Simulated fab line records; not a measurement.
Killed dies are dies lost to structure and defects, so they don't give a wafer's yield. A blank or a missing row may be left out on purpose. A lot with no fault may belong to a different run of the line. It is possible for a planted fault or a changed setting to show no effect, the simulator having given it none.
Split-lot experiment / flow n5 finfet / 21 wafers read across 7 lots, on a route 1938 steps long

== SPLIT DETAILS ==
At N5_FIN_SAQP_PEB_14 (peb time 60 s), the setting peb time s was moved away from the recipe's 60 s on 9 of the 21 wafers read, by -17.2% to +21.3%. This setting was run at the recipe's value on the other wafers.

== BETWEEN THE SPLIT AND THE READING: the file shows 1 step in between ==
- N5_FIN_SAQP_DEVELOP_15: develop time 30 s (also split here: develop time s)

== THE READING ==
cd nm, in nm, at N5_FIN_SAQP_CD_MEAS_16 (target cd 35.6 nm). A value of 35.6 nm with a standard deviation of 0.4 nm is what fault-free wafers of this fab line usually give.

wafer=L074.4; tool, chamber at the split=litho track-05, 0; peb time s as run, s=65.32; against the recipe=+8.9%; cd nm, nm=34.1; against lot-mates on the recipe=-1.8
wafer=L074.5; tool, chamber at the split=litho track-05, 0; peb time s as run, s=65.32; against the recipe=+8.9%; cd nm, nm=34.5; against lot-mates on the recipe=-1.4
wafer=L074.6; tool, chamber at the split=litho track-05, 0; peb time s as run, s=60; against the recipe=recipe; cd nm, nm=35.9; against lot-mates on the recipe=-
wafer=L078.3; tool, chamber at the split=litho track-03, 0; peb time s as run, s=60; against the recipe=recipe; cd nm, nm=35.6; against lot-mates on the recipe=-
wafer=L078.4; tool, chamber at the split=litho track-03, 0; peb time s as run, s=60; against the recipe=recipe; cd nm, nm=35.7; against lot-mates on the recipe=-
wafer=L078.6; tool, chamber at the split=litho track-03, 0; peb time s as run, s=60; against the recipe=recipe; cd nm, nm=35.5; against lot-mates on the recipe=-
wafer=L083.3; tool, chamber at the split=litho track-05, 0; peb time s as run, s=60; against the recipe=recipe; cd nm, nm=35.5; against lot-mates on the recipe=-
wafer=L083.4; tool, chamber at the split=litho track-05, 0; peb time s as run, s=70.2; against the recipe=+17.0%; cd nm, nm=33.6; against lot-mates on the recipe=-1.8
wafer=L083.5; tool, chamber at the split=litho track-05, 0; peb time s as run, s=60; against the recipe=recipe; cd nm, nm=35.3; against lot-mates on the recipe=-
wafer=L085.2; tool, chamber at the split=litho track-05, 0; peb time s as run, s=68.56; against the recipe=+14.3%; cd nm, nm=33.8; against lot-mates on the recipe=-1.8
wafer=L085.3; tool, chamber at the split=litho track-05, 0; peb time s as run, s=68.56; against the recipe=+14.3%; cd nm, nm=33.4; against lot-mates on the recipe=-2.2
wafer=L085.6; tool, chamber at the split=litho track-05, 0; peb time s as run, s=60; against the recipe=recipe; cd nm, nm=35.6; against lot-mates on the recipe=-
wafer=L088.1; tool, chamber at the split=litho track-05, 0; peb time s as run, s=60; against the recipe=recipe; cd nm, nm=35.6; against lot-mates on the recipe=-
wafer=L088.2; tool, chamber at the split=litho track-05, 0; peb time s as run, s=60; against the recipe=recipe; cd nm, nm=35.8; against lot-mates on the recipe=-
wafer=L088.5; tool, chamber at the split=litho track-05, 0; peb time s as run, s=60; against the recipe=recipe; cd nm, nm=35.9; against lot-mates on the recipe=-
wafer=L091.1; tool, chamber at the split=litho track-04, 0; peb time s as run, s=49.69; against the recipe=-17.2%; cd nm, nm=38.3; against lot-mates on the recipe=+2.4
wafer=L091.3; tool, chamber at the split=litho track-04, 0; peb time s as run, s=49.69; against the recipe=-17.2%; cd nm, nm=38.4; against lot-mates on the recipe=+2.5
wafer=L091.4; tool, chamber at the split=litho track-04, 0; peb time s as run, s=60; against the recipe=recipe; cd nm, nm=35.9; against lot-mates on the recipe=-
wafer=L092.4; tool, chamber at the split=litho track-05, 0; peb time s as run, s=60; against the recipe=recipe; cd nm, nm=35.6; against lot-mates on the recipe=-
wafer=L092.5; tool, chamber at the split=litho track-05, 0; peb time s as run, s=72.76; against the recipe=+21.3%; cd nm, nm=32.7; against lot-mates on the recipe=-2.9
wafer=L092.6; tool, chamber at the split=litho track-05, 0; peb time s as run, s=72.76; against the recipe=+21.3%; cd nm, nm=32.6; against lot-mates on the recipe=-3.0

FIT RESULTS
A straight line over all 21 wafers: cd nm changes by -0.145 nm for each +1% of peb time s; r = -0.99; the points scatter about the line by 0.2 nm.
The same after taking each lot's own level away (the mean of its wafers on the recipe; 21 wafers): -0.139 nm for each +1%; r = -0.99; scatter 0.21 nm.
On that fit, the largest move of peb time s shifts the reading by 2.9 nm.
The lots' own levels span 35.40 to 35.90 nm, that is 1.2 times the standard deviation above.
The two slopes are in agreement: the lot-to-lot level therefore moves the slope only a little.
Check: -2.96 nm against its lot-mates is what the line predicts for one of the wafers moved furthest among these (+21.3%) when that wafer is left out of the fit. Against them it came out at -2.9 nm.

== ADDITIONAL SPLITS CARRIED BY THESE WAFERS ==
Before the reading, these wafers also passed through other splits. Each is held against what the fit with the lots' levels taken away leaves over:
other split on the same wafers=N5_PMOS_HMC_CHANNEL_EPI_EXPOSE_06 dose mj; wafers away from the commonest value=8; r with cd nm (lot level and that fit taken away)=+0.00
other split on the same wafers=N5_PMOS_HMC_CHANNEL_EPI_PEB_07 peb time s; wafers away from the commonest value=7; r with cd nm (lot level and that fit taken away)=-0.42
other split on the same wafers=N5_FIN_SAQP_DEVELOP_15 develop time s; wafers away from the commonest value=8; r with cd nm (lot level and that fit taken away)=-0.06

== THE FILE'S OWN FIT ==
cd nm changes by -0.136 nm for each +1% of peb time s, r = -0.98.
